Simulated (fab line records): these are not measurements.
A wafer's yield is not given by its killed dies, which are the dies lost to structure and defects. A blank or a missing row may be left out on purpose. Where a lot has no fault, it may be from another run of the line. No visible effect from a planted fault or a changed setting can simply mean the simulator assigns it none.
A single fault, viewed from 2 desks / flow n5 finfet / numbers are kept per desk, each desk with only its own; the story behind them comes last

DESK OF THE TOOL OWNER: cvd w-01
The tool's own readings at N5_MOL_CONTACT_COAG_CVD_140 (deposits W, target thk 66.5 nm, time 215 s): means of the sampled wafers that have a number, for each lot that ran on this tool. Marked OUT: a lot whose mean sits more than 4 standard deviations from the usual mean, which makes it out of limits; the brackets give that distance.
Columns: A = heater power w at N5_MOL_CONTACT_COAG_CVD_140, usual 481 W; B = run length s at N5_MOL_CONTACT_COAG_CVD_140, usual 286.1 s
lot=L941; first seen here=day 5 20:40; A=450; B=286.2
lot=L944; first seen here=day 6 14:59; A=490; B=286.3
lot=L946; first seen here=day 7 05:25; A=523; B=286.5
lot=L949; first seen here=day 7 22:26; A=494; B=286.5
lot=L953; first seen here=day 8 19:27; A=460; B=138.8 (-99 or more) OUT
lot=L954; first seen here=day 9 04:47; A=526; B=212.5 (-99 or more) OUT
lot=L956; first seen here=day 9 13:40; A=460; B=212.6 (-99 or more) OUT
This desk's verdict: out of limits on L953, L954, L956, starting with L953 at day 8 19:27 (run length s at N5_MOL_CONTACT_COAG_CVD_140). Within limits: L941, L944, L946, L949.

AT THE METROLOGY DESK
What the gauges read for every lot (on any tool): the sampled wafers with a number, averaged. Marked OUT: a lot whose mean sits more than 4 standard deviations from the usual mean, which makes it out of limits; the brackets give that distance. Only the readings that lie furthest out on some lot appear, 7 of the 11 it has.
Columns: A = cd nm at N5_MOL_CONTACT_COAG_CD_MEAS_137, usual 16.0 nm; B = DIBL_N at N5_BEOL_M4_RC_MEAS_101, usual 36.0 mV/V; C = IOFF_P at N5_BEOL_M4_RC_MEAS_101, usual 0.21 nA/um; D = ION_P at N5_BEOL_M4_RC_MEAS_101, usual 463 uA/um; E = SS_P at N5_BEOL_M4_RC_MEAS_101, usual 73.3 mV/dec; F = VT_N at N5_BEOL_M4_RC_MEAS_101, usual 250 mV; G = VT_P at N5_BEOL_M4_RC_MEAS_101, usual -250 mV
lot=L939; first seen here=day 5 06:17; A=15.9; B=34.0; C=0.18; D=463; E=73.0; F=253; G=-251
lot=L940; first seen here=day 5 11:40; A=15.8; B=34.7; C=0.19; D=458; E=72.9; F=255; G=-251
lot=L941; first seen here=day 5 18:59; A=15.8; B=36.4; C=0.18; D=456; E=73.6; F=249; G=-255
lot=L942; first seen here=day 6 00:29; A=16.5; B=36.2; C=0.17; D=455; E=73.3; F=253; G=-254
lot=L943; first seen here=day 6 06:24; A=16.2; B=35.7; C=0.23; D=466; E=73.0; F=251; G=-247
lot=L944; first seen here=day 6 12:37; A=16.1; B=36.0; C=0.20; D=461; E=73.2; F=252; G=-250
lot=L945; first seen here=day 6 16:15; A=15.9; B=38.1; C=0.23; D=461; E=74.4; F=252; G=-251
lot=L946; first seen here=day 7 04:01; A=16.1; B=37.4; C=0.21; D=461; E=73.3; F=247; G=-250
lot=L947; first seen here=day 7 07:40; A=16.1; B=36.3; C=0.21; D=463; E=73.8; F=250; G=-249
lot=L949; first seen here=day 7 20:50; A=16.0; B=33.9; C=0.21; D=463; E=73.1; F=252; G=-248
lot=L953; first seen here=day 8 17:55; A=15.4; B=36.5; C=0.22; D=464; E=73.4; F=250; G=-249
lot=L954; first seen here=day 9 03:14; A=16.1; B=36.0; C=0.19; D=460; E=73.9; F=248; G=-254
lot=L956; first seen here=day 9 12:16; A=15.7; B=38.3; C=0.23; D=462; E=73.2; F=250; G=-250
lot=L957; first seen here=day 9 12:36; A=15.6; B=33.1; C=0.15; D=449; E=72.8; F=253; G=-257
lot=L962; first seen here=day 10 18:23; A=16.0; B=36.4; C=0.22; D=465; E=73.2; F=247; G=-251
Result from this desk: across the 15 lots, nothing is out of limits.

PUT TOGETHER
The tool owner's desk had the chance to raise an alarm at day 8 19:27 on L953, L954, L956.
Nothing out of limits was seen by the metrology desk.
The metrology desk has L953, L954, L956 on record, within its limits.
All the named lots went through N5_MOL_CONTACT_COAG_CVD_140 on cvd w-01.

WHAT THE SIMULATOR HAD PUT IN
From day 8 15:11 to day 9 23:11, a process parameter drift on cvd w-01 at N5_MOL_CONTACT_COAG_CVD_140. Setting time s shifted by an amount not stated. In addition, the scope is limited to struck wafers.
Lots struck among those shown: L953, L954, L956.
Hours from the fault's start to each desk's first reading out of limits: the tool owner's desk, 4.
